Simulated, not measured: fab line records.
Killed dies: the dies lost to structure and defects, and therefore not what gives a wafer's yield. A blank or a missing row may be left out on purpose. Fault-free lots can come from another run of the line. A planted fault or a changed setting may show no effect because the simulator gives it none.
What tool caused it? | flow n5 finfet | Sampling: 10 lots, 30 wafers, 6 of 1938 route steps

## WHAT THE GAUGES READ, wafer by wafer
N5_SD_ACTIVATION_INSPECT_02: inspects for defects (darkfield). Usual: raw defect count at 180, with a standard deviation of 39.
lot  | measured    | on                | raw defect count | flag
L925 | day 3 22:43 | defect inspect-01 | 154 186 207      |
L927 | day 4 10:43 | defect inspect-01 | 178 182 122      |
L928 | day 4 17:04 | defect inspect-02 | 189 160 181      |
L930 | day 5 05:23 | defect inspect-02 | 166 216 165      |
L932 | day 5 15:50 | defect inspect-02 | 159 239 204      |
L935 | day 6 14:38 | defect inspect-02 | 146 187 255      |
L936 | day 6 15:42 | defect inspect-02 | 161 166 149      |
L940 | day 7 18:10 | defect inspect-02 | 146 142 179      |
L943 | day 8 10:47 | defect inspect-01 | 126 130 144      |
L944 | day 8 15:25 | defect inspect-01 | 230 179 245      |

N5_ILD0_INSPECT_06: inspects for defects (darkfield). Usual: raw defect count at 37, with a standard deviation of 17.
lot  | measured    | on                | raw defect count | flag
L925 | day 4 05:04 | defect inspect-01 | 23 32 30         |
L927 | day 4 18:13 | defect inspect-02 | 81 60 83         |
L928 | day 4 23:49 | defect inspect-02 | 37 32 16         |
L930 | day 5 11:40 | defect inspect-01 | 48 27 46         |
L932 | day 5 22:07 | defect inspect-01 | 33 17 38         |
L935 | day 6 21:20 | defect inspect-01 | 39 24 29         |
L936 | day 6 22:01 | defect inspect-02 | 41 54 63         |
L940 | day 8 00:25 | defect inspect-02 | 24 23 32         |
L943 | day 8 19:25 | defect inspect-02 | 23 23 37         |
L944 | day 8 22:53 | defect inspect-02 | 22 40 32         |

N5_SDB_INSPECT_13: inspects for defects (brightfield). Usual: raw defect count at 79, with a standard deviation of 39.
lot  | measured    | on                | raw defect count | flag
L925 | day 4 05:36 | defect inspect-01 | 126 74 110       |
L927 | day 4 18:46 | defect inspect-02 | 93 136 144       |
L928 | day 5 00:14 | defect inspect-01 | 77 34 40         |
L930 | day 5 12:07 | defect inspect-02 | 75 38 38         |
L932 | day 5 22:40 | defect inspect-01 | 131 134 43       |
L935 | day 6 21:55 | defect inspect-01 | 148 80 1235      | OFF
L936 | day 6 22:25 | defect inspect-02 | 28 34 36         |
L940 | day 8 00:50 | defect inspect-01 | 79 91 96         |
L943 | day 8 19:59 | defect inspect-01 | 84 98 119        |
L944 | day 8 23:27 | defect inspect-01 | 67 85 36         |

N5_BEOL_M4_RC_MEAS_101. Usual: DIBL_N 36.2 mV/V, standard deviation 1.5; DIBL_P 36.2 mV/V, standard deviation 1.7; IOFF_N 0.155 nA/um, standard deviation 0.021; IOFF_P 0.216 nA/um, standard deviation 0.026; ION_N 674 uA/um, standard deviation 11; ION_P 464 uA/um, standard deviation 6.8; SS_N 71.5 mV/dec, standard deviation 0.56; SS_P 73.3 mV/dec, standard deviation 0.6; VT_N 250.2 mV, standard deviation 2.6; VT_P -249.3 mV, standard deviation 2.5.
lot  | measured     | on        | DIBL_N (mV/V)  | DIBL_P (mV/V)  | IOFF_N (nA/um)    | IOFF_P (nA/um)    | ION_N (uA/um) | ION_P (uA/um) | SS_N (mV/dec)  | SS_P (mV/dec)  | VT_N (mV)         | VT_P (mV)            | flag
L925 | day 8 10:38  | prober-01 | 36.1 33.8 35.9 | 36.1 33.9 36.0 | 0.164 0.140 0.167 | 0.235 0.190 0.228 | 669 677 660   | 464 470 462   | 71.8 71.4 72.2 | 73.6 72.2 74.4 | 247.7 251.1 247.7 | -247.4 -251.2 -248.1 |
L927 | day 8 23:38  | prober-01 | 37.9 37.4 38.8 | 35.0 34.1 36.2 | 0.143 0.141 0.162 | 0.214 0.199 0.236 | 660 654 656   | 455 451 458   | 71.5 71.2 71.5 | 74.1 73.2 74.1 | 253.3 253.1 249.7 | -249.4 -248.9 -248.5 |
L928 | day 9 03:25  | prober-02 | 36.6 35.7 36.9 | 37.6 35.8 37.4 | 0.171 0.152 0.170 | 0.210 0.195 0.208 | 688 660 671   | 463 457 458   | 71.6 71.5 71.8 | 73.2 73.6 73.9 | 250.8 254.5 248.4 | -253.2 -252.2 -254.2 |
L930 | day 9 10:37  | prober-02 | 38.5 37.1 36.1 | 38.2 37.8 36.3 | 0.196 0.172 0.163 | 0.274 0.262 0.241 | 668 672 688   | 458 471 472   | 72.3 72.3 71.6 | 73.6 74.3 74.4 | 248.9 248.0 246.4 | -246.0 -247.3 -247.0 |
L932 | day 10 01:16 | prober-01 | 33.5 33.4 34.9 | 34.8 33.9 35.8 | 0.125 0.124 0.144 | 0.189 0.173 0.193 | 662 663 662   | 458 461 450   | 71.1 71.0 70.9 | 72.1 72.5 72.3 | 253.4 252.7 252.0 | -251.0 -254.0 -252.1 |
L935 | day 11 01:03 | prober-02 | 36.9 39.5 36.4 | 36.2 39.9 36.4 | 0.154 0.221 0.158 | 0.235 0.302 0.239 | 662 689 690   | 463 479 473   | 71.2 71.5 72.1 | 72.6 73.6 72.4 | 250.8 242.6 247.0 | -246.5 -245.0 -247.0 |
L936 | day 11 07:05 | prober-02 | 34.9 37.9 37.9 | 34.1 36.4 37.6 | 0.136 0.192 0.188 | 0.184 0.229 0.252 | 666 694 679   | 463 468 470   | 71.4 71.6 71.8 | 73.4 73.6 73.8 | 250.5 244.8 246.0 | -250.3 -249.0 -246.1 |
L940 | day 12 07:09 | prober-01 | 35.3 35.6 37.2 | 35.2 36.4 37.6 | 0.145 0.159 0.184 | 0.212 0.239 0.257 | 668 680 686   | 471 476 473   | 70.9 71.2 72.1 | 73.3 73.7 73.9 | 250.6 248.2 248.1 | -246.6 -248.1 -246.3 |
L943 | day 12 22:53 | prober-02 | 39.7 38.4 36.9 | 38.9 37.6 35.6 | 0.181 0.163 0.139 | 0.247 0.224 0.201 | 675 681 684   | 457 466 471   | 72.4 71.9 72.0 | 74.0 72.7 72.5 | 249.7 249.6 251.3 | -246.9 -248.6 -249.3 |
L944 | day 13 15:43 | prober-01 | 38.5 37.8 38.0 | 37.4 36.8 36.3 | 0.169 0.157 0.160 | 0.240 0.241 0.234 | 682 660 666   | 472 463 460   | 71.6 72.0 71.7 | 74.0 74.0 73.9 | 249.8 250.4 249.1 | -248.0 -248.8 -248.1 |

## WHAT TOOL EACH LOT RAN ON (gives the tool, then ch and the chambers of the sampled wafers, and finally the start)
lot  | N5_ILD0_LINER_00                 | N5_SDB_HM_DEP_00
L925 | ald sin-01 ch 1,2,3, day 3 22:49 | pecvd-02 ch 0,1,2, day 4 05:05
L927 | ald sin-03 ch 1,3, day 4 10:46   | pecvd-02 ch 0,1, day 4 18:16
L928 | ald sin-04 ch 1,2, day 4 17:34   | pecvd-01 ch 1,2, day 4 23:52
L930 | ald sin-01 ch 0,3, day 5 05:26   | pecvd-04 ch 0,2, day 5 11:44
L932 | ald sin-03 ch 0,1,3, day 5 15:52 | pecvd-02 ch 1,2, day 5 22:10
L935 | ald sin-04 ch 0,2, day 6 15:07   | pecvd-02 ch 0,2, day 6 21:22
L936 | ald sin-03 ch 1,2,3, day 6 15:44 | pecvd-04 ch 0,1,2, day 6 22:02
L940 | ald sin-04 ch 0,1,2, day 7 18:12 | pecvd-01 ch 0,2, day 8 00:28
L943 | ald sin-01 ch 0,1,2, day 8 12:11 | pecvd-01 ch 0,1, day 8 19:27
L944 | ald sin-01 ch 0,3, day 8 16:35   | pecvd-01 ch 0,1, day 8 22:55
- N5_ILD0_LINER_00: material SiNx, target thk 4 nm, pulse time 1 s, purge time 2 s.
- N5_SDB_HM_DEP_00: deposits SiNx from SiH4/NH3/N2, target thk 40 nm, time 35.3 s.

## WHAT THE TOOLS THEMSELVES READ (means of the sampled wafers that have a number; where no wafer has one, the mark that the record gives instead)
N5_ILD0_LINER_00. Usual: heater power w 855 W, standard deviation 99; precursor pulse height rel 1.001, standard deviation 0.021.
lot  | tool       | heater power w (W) | precursor pulse height rel | flag
L925 | ald sin-01 | 834                | 0.994                      |
L927 | ald sin-03 | 920                | 1.004                      |
L928 | ald sin-04 | 783                | 1.004                      |
L930 | ald sin-01 | 941                | 0.987                      |
L932 | ald sin-03 | 901                | 0.980                      |
L935 | ald sin-04 | 798                | 1.005                      |
L936 | ald sin-03 | 862                | 0.993                      |
L940 | ald sin-04 | 777                | 1.016                      |
L943 | ald sin-01 | 935                | 1.015                      |
L944 | ald sin-01 | 943                | 1.000                      |

N5_SDB_HM_DEP_00. Usual: heater power w 745 W, standard deviation 100; showerhead plenum p Torr 5.18 Torr, standard deviation 0.04; throttle valve pct 40 %, standard deviation 3.1.
lot  | tool     | heater power w (W) | showerhead plenum p Torr (Torr) | throttle valve pct (%) | flag
L925 | pecvd-02 | 686                | 5.19                            | 42                     |
L927 | pecvd-02 | 637                | 5.16                            | 44                     |
L928 | pecvd-01 | 772                | 5.16                            | 37                     |
L930 | pecvd-04 | 808                | 5.20                            | 40                     |
L932 | pecvd-02 | 565                | 5.22                            | 43                     |
L935 | pecvd-02 | 756                | 5.20                            | 39                     |
L936 | pecvd-04 | 740                | 5.16                            | 40                     |
L940 | pecvd-01 | 865                | 5.15                            | 36                     |
L943 | pecvd-01 | 737                | 5.17                            | 39                     |
L944 | pecvd-01 | 819                | 5.16                            | 38                     |

## THE ANSWER, worked out from the rows above alone
Rule: a lot counts as off when the mean over its wafers that have a number is more than 3 standard deviations away from the usual mean. A lot without any number at a reading at which 4 lots or more have one is off too. All remaining lots with rows at the step are treated as sound. First the gauges in route order, then the tools' own readings, where a lot's mean is used as printed above. At the first step where some lot is off, the reading lying furthest off is the one used; lots without a number count as furthest.
Off at N5_SDB_INSPECT_13 (raw defect count): L935.
A tool fits if, at a process step before that reading, it ran every lot that is off, and no sound lot after the first of them. Gauges at N5_SDB_INSPECT_13: tried the same way as those tools. One fits: pecvd-02 at N5_SDB_HM_DEP_00. Its last sound lot is L932 (day 5 22:10), its first lot that is off L935 (day 6 21:22): a fault that began between those two fits.

## WHAT THE SIMULATOR HAD PUT IN
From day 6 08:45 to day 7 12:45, pecvd-02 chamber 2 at N5_SDB_HM_DEP_00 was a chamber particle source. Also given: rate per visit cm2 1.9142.
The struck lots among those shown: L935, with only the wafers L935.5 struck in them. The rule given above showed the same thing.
